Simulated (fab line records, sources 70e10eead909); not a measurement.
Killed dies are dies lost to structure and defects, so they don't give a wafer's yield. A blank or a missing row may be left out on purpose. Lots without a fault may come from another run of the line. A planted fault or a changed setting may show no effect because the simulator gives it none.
Which tool did it? | flow nand_harc | 12 lots, 36 wafers sampled, at 6 steps of a route of 1159

WHAT THE GAUGES READ, wafer by wafer
NHARC_A_SGD_CUT_OVL_MEAS_10.
lot  | measured     | on         | overlay_x_nm (nm)       | overlay_y_nm (nm)
L158 | day 14 09:20 | overlay-02 | 1.8 2.0 1.9             | 0.3 0.0 0.5
L160 | day 14 09:11 | overlay-02 | -0.3 0.4 0.8            | -0.7 0.3 -0.3
L161 | day 14 11:37 | overlay-01 | 0.3 0.9 -0.1            | 0.9 0.8 0.5
L159 | day 14 13:48 | overlay-02 | -1.0 -1.2 -1.1          | 0.1 0.6 0.3
L162 | day 14 13:59 | overlay-02 | -0.1 -0.8 -0.5          | 0.8 -0.1 0.7
L166 | day 16 01:45 | overlay-01 | 6.2 6.8 6.1 5.6 6.2 5.5 | -0.2 -0.1 -0.3 0.1 -0.4 -0.2
L171 | day 16 23:29 | overlay-02 | 5.5 5.4 5.2 5.5 5.1 4.9 | -0.2 -0.4 0.0 -0.3 -0.1 -0.2
L169 | day 17 04:03 | overlay-01 | 6.1 5.7 5.8 6.0 5.7 6.4 | -0.9 -0.7 -0.1 -0.2 -0.4 -0.8
L174 | day 17 17:29 | overlay-02 | 1.0 0.2 0.7             | 0.7 0.3 -0.1
L176 | day 18 10:56 | overlay-02 | 0.4 0.5 0.0             | -0.6 -0.7 -0.5
L179 | day 18 23:42 | overlay-02 | 0.1 -0.7 -0.6           | 2.2 2.0 1.9
L178 | day 19 00:00 | overlay-02 | -1.2 -1.2 -1.6          | -1.2 -0.8 -0.7

NHARC_END_SORT_01.
lot  | measured     | on        | killed_at_array | killed_at_other | killed_at_periphery | killed_dies | killed_open | killed_short
L169 | day 23 03:48 | prober-01 | 41 41 32        | 0 1 0           | 2 3 7               | 43 45 39    | 4 3 3       | 3 0 1

WHICH TOOL RAN EACH LOT (tool, then ch and the chambers of the sampled wafers, then the start)
lot  | NHARC_A_STAIRCASE_DEP_325       | NHARC_A_STAIRCASE_CMP_472     | NHARC_A_SGD_CUT_EXPOSE_06          | NHARC_A_SGD_CUT_ETCHBACK_24
L158 | pecvd-02 ch 0,2, day 13 18:22   | cmp-04 ch 0,2,3, day 14 08:02 | arfi_scanner-02 ch 0, day 14 09:07 | rie_diel-06 ch 2,3, day 14 17:02
L160 | pecvd-03 ch 0,2, day 13 18:35   | cmp-03 ch 0,1, day 14 08:00   | arfi_scanner-01 ch 0, day 14 08:58 | rie_diel-13 ch 0,1,3, day 14 16:55
L161 | pecvd-02 ch 0,2, day 13 19:02   | cmp-04 ch 1,2,3, day 14 10:26 | arfi_scanner-03 ch 0, day 14 11:24 | rie_diel-13 ch 0,2, day 14 17:04
L159 | pecvd-02 ch 0,1,2, day 13 23:32 | cmp-03 ch 0,1,3, day 14 12:37 | arfi_scanner-01 ch 0, day 14 13:35 | rie_diel-06 ch 0,1,2, day 14 20:04
L162 | pecvd-03 ch 0,1,2, day 13 23:49 | cmp-01 ch 1,2,3, day 14 12:49 | arfi_scanner-02 ch 0, day 14 13:46 | rie_diel-13 ch 1,2,3, day 14 20:07
L166 | pecvd-04 ch 0,1, day 15 11:42   | cmp-03 ch 1,2, day 16 00:33   | arfi_scanner-02 ch 0, day 16 01:31 | rie_diel-03 ch 0,1,3, day 16 08:55
L171 | pecvd-02 ch 0,1,2, day 16 08:17 | cmp-04 ch 0,3, day 16 22:18   | arfi_scanner-02 ch 0, day 16 23:16 | rie_diel-13 ch 0,1, day 17 08:48
L169 | pecvd-02 ch 0,1, day 16 14:08   | cmp-04 ch 2,3, day 17 02:48   | arfi_scanner-02 ch 0, day 17 03:49 | rie_diel-06 ch 0,1, day 17 16:56
L174 | pecvd-02 ch 0,2, day 17 02:03   | cmp-03 ch 0,1,2, day 17 16:14 | arfi_scanner-01 ch 0, day 17 17:15 | rie_diel-03 ch 0,2,3, day 18 01:29
L176 | pecvd-03 ch 0,2, day 17 20:55   | cmp-01 ch 1,3, day 18 09:43   | arfi_scanner-01 ch 0, day 18 10:43 | rie_diel-13 ch 0,2,3, day 18 21:31
L179 | pecvd-03 ch 0,1,2, day 18 06:49 | cmp-04 ch 0,2,3, day 18 22:20 | arfi_scanner-03 ch 0, day 18 23:29 | rie_diel-06 ch 0,2,3, day 19 06:31
L178 | pecvd-02 ch 0,1,2, day 18 07:01 | cmp-03 ch 0,1,2, day 18 22:49 | arfi_scanner-01 ch 0, day 18 23:46 | rie_diel-13 ch 0,1, day 19 06:35
- NHARC_A_STAIRCASE_DEP_325: deposits SiO2, target thk 3800 nm.
- NHARC_A_STAIRCASE_CMP_472: polishes SiO2.
- NHARC_A_SGD_CUT_EXPOSE_06: exposes mask SGD.
- NHARC_A_SGD_CUT_ETCHBACK_24: etches the open film in CH3F/O2, target depth 50 nm, time 92.857 s.

WHAT THE TOOLS THEMSELVES READ (means of the sampled wafers that have a number; where no wafer has one, the mark that the record gives instead)
NHARC_A_STAIRCASE_DEP_325.
lot  | tool     | heater_power_w (W)
L158 | pecvd-02 | 628
L160 | pecvd-03 | 615
L161 | pecvd-02 | 613
L159 | pecvd-02 | 670
L162 | pecvd-03 | 560
L166 | pecvd-04 | 615
L171 | pecvd-02 | 652
L169 | pecvd-02 | 678
L174 | pecvd-02 | 591
L176 | pecvd-03 | 634
L179 | pecvd-03 | 614
L178 | pecvd-02 | 615

NHARC_A_STAIRCASE_CMP_472.
lot  | tool   | edge_zone_pressure_frac | motor_current_A (A)
L158 | cmp-04 | 0.995                   | 13.0
L160 | cmp-03 | 1.001                   | 11.5
L161 | cmp-04 | 1.000                   | 12.7
L159 | cmp-03 | 1.003                   | 12.7
L162 | cmp-01 | 1.002                   | 11.0
L166 | cmp-03 | 0.994                   | 11.9
L171 | cmp-04 | 1.002                   | 12.1
L169 | cmp-04 | 1.000                   | 13.3
L174 | cmp-03 | 1.002                   | 11.5
L176 | cmp-01 | 1.003                   | 11.1
L179 | cmp-04 | 0.997                   | 12.2
L178 | cmp-03 | 0.999                   | 11.5

NHARC_A_SGD_CUT_ETCHBACK_24.
lot  | tool        | chamber_pressure_mTorr (mTorr) | drypump_motor_current_A (A) | oes_product_au (a.u.) | rf_vpp_V (V) | showerhead_plenum_p_Torr (Torr) | throttle_valve_pct (%)
L158 | rie_diel-06 | 25.023                         | 5.7                         | 0.92                  | 244.3        | 2.48                            | 20.672
L160 | rie_diel-13 | 25.015                         | 6.0                         | 0.92                  | 243.8        | 2.44                            | 20.659
L161 | rie_diel-13 | 24.988                         | 6.1                         | 0.98                  | 241.2        | 2.29                            | 20.661
L159 | rie_diel-06 | 24.989                         | 5.9                         | 0.92                  | 244.5        | 2.53                            | 20.657
L162 | rie_diel-13 | 24.999                         | 6.2                         | 1.00                  | 244.0        | 2.45                            | 20.663
L166 | rie_diel-03 | 24.979                         | 5.5                         | 1.00                  | 244.5        | 2.47                            | 20.671
L171 | rie_diel-13 | 24.980                         | 6.1                         | 1.00                  | 244.9        | 2.40                            | 20.676
L169 | rie_diel-06 | 25.004                         | 6.1                         | 1.00                  | 244.2        | 2.43                            | 20.675
L174 | rie_diel-03 | 24.981                         | 5.7                         | 0.92                  | 245.3        | 2.49                            | 20.658
L176 | rie_diel-13 | 25.002                         | 6.1                         | 1.00                  | 242.5        | 2.33                            | 20.657
L179 | rie_diel-06 | 24.979                         | 5.8                         | 0.94                  | 246.6        | 2.54                            | 20.666
L178 | rie_diel-13 | 24.981                         | 6.1                         | 0.93                  | 244.7        | 2.51                            | 20.658

THE ANSWER, worked out from the rows above alone
Rule: what is usual is taken from the lots themselves. Put in order of their means at a reading, lots are off if they are a third of the lots or fewer, leave a main group of 4 or more, and stand apart from it by a gap of 3 or more times the standard deviation of the main group's means; of several such gaps the widest counts. A main group whose means are all the same, to the digits that the tables above print for the reading, isn't used. A lot without any number at a reading at which 4 lots or more have one is off too. The other lots that the step has rows for count as sound. The gauges are gone through in route order, then the tools' own readings, and for those a lot's mean is taken as printed above. The first step at which some lot is off is used, and at that step the reading that is off furthest; a lot without a number counts as furthest.
Off: L166, L171, L169, at NHARC_A_SGD_CUT_OVL_MEAS_10 (overlay_x_nm). The main group: mean 0.0 nm, standard deviation 0.92.
A tool fits if, at a process step before that reading, it ran every lot that is off, and no sound lot after the first of them. The gauges at NHARC_A_SGD_CUT_OVL_MEAS_10 are tried like those tools. One fits: arfi_scanner-02 at NHARC_A_SGD_CUT_EXPOSE_06. Its last sound lot is L162 (day 14 13:46), its first lot that is off L166 (day 16 01:31): a fault that began between those two fits.

WHAT THE SIMULATOR HAD PUT IN
Scanner matching overlay: arfi_scanner-02, from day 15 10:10 on, at NHARC_A_SGD_CUT_EXPOSE_06. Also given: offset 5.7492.
Lots struck among those shown: L166, L171, L169. The rule above found the same.
